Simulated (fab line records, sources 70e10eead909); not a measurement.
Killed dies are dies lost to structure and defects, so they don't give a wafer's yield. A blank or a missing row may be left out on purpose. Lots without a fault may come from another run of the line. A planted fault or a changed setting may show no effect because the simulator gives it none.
Which tool did it? | flow nand_harc | 12 lots, 36 wafers sampled, at 4 steps of a route of 1302

WHAT THE GAUGES READ, wafer by wafer
NHARC_END_SORT_01.
lot  | measured     | on        | defect_limited_yield (%) | killed_at_array | killed_at_other | killed_at_periphery | killed_dies | killed_open | killed_short
L567 | day 29 01:17 | prober-02 | 85 86 80                 | 22 46 39        | 3 0 0           | 78 49 94            | 103 95 133  | 5 0 2       | 4 2 3
L570 | day 30 02:55 | prober-02 | 79 82 81                 | 49 55 58        | 0 2 0           | 90 67 69            | 139 124 127 | 2 2 4       | 1 5 2
L578 | day 33 12:59 | prober-02 | 94 93 93                 | 34 41 42        | 0 3 1           | 5 4 3               | 39 48 46    | 2 5 1       | 0 1 1

WHICH TOOL RAN EACH LOT (tool, then ch and the chambers of the sampled wafers, then the start)
lot  | NHARC_P_M2_PRE_CLEAN_32         | NHARC_THIN_TSV_ETCH_44             | NHARC_THIN_TSV_DESCUM_35
L556 | pecvd-02 ch 0,1,2, day 7 02:42  | rie_diel-04 ch 0,2,3, day 24 07:21 | rie_diel-11 ch 0,1,3, day 24 13:02
L558 | pecvd-04 ch 1,2, day 7 07:18    | rie_diel-03 ch 0,3, day 23 16:58   | rie_diel-03 ch 0,1, day 23 22:46
L559 | pecvd-03 ch 0,2, day 7 14:21    | rie_diel-03 ch 1,3, day 25 11:11   | rie_diel-04 ch 0,2, day 25 16:58
L560 | pecvd-02 ch 0,2, day 8 03:40    | rie_diel-03 ch 1,2,3, day 25 09:57 | rie_diel-11 ch 1,2,3, day 25 15:50
L562 | pecvd-04 ch 0,1,2, day 8 23:05  | rie_diel-03 ch 1,2,3, day 25 12:24 | rie_diel-04 ch 1,2, day 25 18:20
L567 | pecvd-03 ch 0,1,2, day 11 04:46 | rie_diel-03 ch 0,1,2, day 28 07:51 | rie_diel-11 ch 0,1, day 28 13:56
L570 | pecvd-03 ch 0,2, day 12 12:55   | rie_diel-03 ch 1,2,3, day 29 04:51 | rie_diel-04 ch 0,1, day 29 10:41
L574 | pecvd-02 ch 0,1,2, day 13 23:49 | rie_diel-03 ch 0,1,2, day 31 04:01 | rie_diel-03 ch 0,1,2, day 31 09:52
L577 | pecvd-04 ch 0,1,2, day 14 21:10 | rie_diel-11 ch 1,3, day 32 13:15   | rie_diel-11 ch 0,2,3, day 32 19:17
L576 | pecvd-04 ch 1,2, day 14 21:46   | rie_diel-04 ch 0,1,2, day 32 11:55 | rie_diel-03 ch 0,1,2, day 32 17:37
L578 | pecvd-03 ch 0,1, day 15 09:34   | rie_diel-03 ch 0,1,2, day 32 14:30 | rie_diel-04 ch 2,3, day 32 20:16
L579 | pecvd-03 ch 0,2, day 16 01:10   | rie_diel-04 ch 0,2,3, day 33 22:25 | rie_diel-03 ch 1,2,3, day 34 04:09
- NHARC_P_M2_PRE_CLEAN_32: time 12 s.
- NHARC_THIN_TSV_ETCH_44: etches the open film in CF4/O2, target depth 1594.2 nm, time 797.1 s.
- NHARC_THIN_TSV_DESCUM_35: chemistry O2, time 3 s.

WHAT THE TOOLS THEMSELVES READ (means of the sampled wafers that have a number; where no wafer has one, the mark that the record gives instead)
NHARC_P_M2_PRE_CLEAN_32.
lot  | tool     | heater_power_w (W) | susceptor_temp_C (C)
L556 | pecvd-02 | 531                | 369.90
L558 | pecvd-04 | 578                | 369.84
L559 | pecvd-03 | 632                | 369.95
L560 | pecvd-02 | 524                | 370.12
L562 | pecvd-04 | 575                | 369.97
L567 | pecvd-03 | 636                | 369.99
L570 | pecvd-03 | 611                | 370.12
L574 | pecvd-02 | 525                | 369.99
L577 | pecvd-04 | 629                | 370.09
L576 | pecvd-04 | 579                | 370.01
L578 | pecvd-03 | 717                | 369.79
L579 | pecvd-03 | 600                | 369.92

NHARC_THIN_TSV_ETCH_44.
lot  | tool        | chamber_pressure_mTorr (mTorr) | drypump_motor_current_A (A) | o2_flow_sccm (sccm) | oes_product_au (a.u.) | rf_vpp_V (V) | showerhead_plenum_p_Torr (Torr) | throttle_valve_pct (%)
L556 | rie_diel-04 | 30.019                         | 5.5                         | 10.024              | 0.993                 | 795          | 1.84                            | 16.914
L558 | rie_diel-03 | 29.989                         | 5.6                         | 9.985               | 0.994                 | 796          | 1.86                            | 16.917
L559 | rie_diel-03 | 29.989                         | 6.1                         | 10.025              | 0.985                 | 795          | 1.84                            | 16.929
L560 | rie_diel-03 | 29.999                         | 6.0                         | 10.015              | 0.987                 | 791          | 1.79                            | 16.918
L562 | rie_diel-03 | 29.993                         | 6.0                         | 10.031              | 0.986                 | 791          | 1.79                            | 16.909
L567 | rie_diel-03 | 29.998                         | 5.7                         | 9.994               | 1.003                 | 788          | 1.74                            | 16.913
L570 | rie_diel-03 | 29.964                         | 6.0                         | 10.001              | 0.998                 | 791          | 1.78                            | 16.919
L574 | rie_diel-03 | 30.014                         | 5.7                         | 10.011              | 1.001                 | 788          | 1.73                            | 16.917
L577 | rie_diel-11 | 29.995                         | 5.6                         | 10.029              | 1.004                 | 799          | 1.90                            | 16.912
L576 | rie_diel-04 | 30.024                         | 5.9                         | 10.005              | 0.993                 | 792          | 1.81                            | 16.912
L578 | rie_diel-03 | 30.009                         | 5.7                         | 9.994               | 1.001                 | 788          | 1.73                            | 16.918
L579 | rie_diel-04 | 29.986                         | 5.5                         | 9.980               | 1.001                 | 795          | 1.84                            | 16.909

NHARC_THIN_TSV_DESCUM_35.
lot  | tool        | chamber_pressure_mTorr (mTorr) | drypump_motor_current_A (A) | o2_flow_sccm (sccm) | oes_product_au (a.u.) | rf_vpp_V (V) | showerhead_plenum_p_Torr (Torr) | throttle_valve_pct (%)
L556 | rie_diel-11 | 60.04                          | 5.4                         | 200.1               | 0.999                 | 58.5         | 1.93                            | 11.302
L558 | rie_diel-03 | 60.04                          | 5.7                         | 199.9               | 0.995                 | 57.0         | 1.79                            | 11.305
L559 | rie_diel-04 | 59.97                          | 5.8                         | 200.2               | 1.009                 | 58.8         | 1.87                            | 11.303
L560 | rie_diel-11 | 60.03                          | 5.5                         | 199.9               | 1.002                 | 58.3         | 1.91                            | 11.314
L562 | rie_diel-04 | 60.00                          | 6.0                         | 199.7               | 0.991                 | 57.9         | 1.91                            | 11.310
L567 | rie_diel-11 | 59.97                          | 5.7                         | 200.4               | 1.008                 | 58.6         | 1.99                            | 11.312
L570 | rie_diel-04 | 59.98                          | 5.9                         | 200.8               | 0.999                 | 56.8         | 1.84                            | 11.310
L574 | rie_diel-03 | 59.96                          | 5.7                         | 199.3               | 0.992                 | 57.6         | 1.80                            | 11.312
L577 | rie_diel-11 | 59.99                          | 5.4                         | 199.8               | 1.000                 | 57.9         | 1.84                            | 11.310
L576 | rie_diel-03 | 59.97                          | 5.7                         | 200.2               | 1.000                 | 57.3         | 1.80                            | 11.315
L578 | rie_diel-04 | 59.98                          | 5.3                         | 200.4               | 0.996                 | 58.0         | 1.98                            | 11.317
L579 | rie_diel-03 | 60.02                          | 6.0                         | 199.7               | 0.999                 | 58.2         | 1.86                            | 11.312

THE ANSWER, worked out from the rows above alone
Rule: what is usual is taken from the lots themselves. Put in order of their means at a reading, lots are off if they are a third of the lots or fewer, leave a main group of 4 or more, and stand apart from it by a gap of 3 or more times the standard deviation of the main group's means; of several such gaps the widest counts. A main group whose means are all the same, to the digits that the tables above print for the reading, isn't used. A lot without any number at a reading at which 4 lots or more have one is off too. The other lots that the step has rows for count as sound. The gauges are gone through in route order, then the tools' own readings, and for those a lot's mean is taken as printed above. The first step at which some lot is off is used, and at that step the reading that is off furthest; a lot without a number counts as furthest.
No lot is off at any reading shown: from this, nothing can be told.

WHAT THE SIMULATOR HAD PUT IN
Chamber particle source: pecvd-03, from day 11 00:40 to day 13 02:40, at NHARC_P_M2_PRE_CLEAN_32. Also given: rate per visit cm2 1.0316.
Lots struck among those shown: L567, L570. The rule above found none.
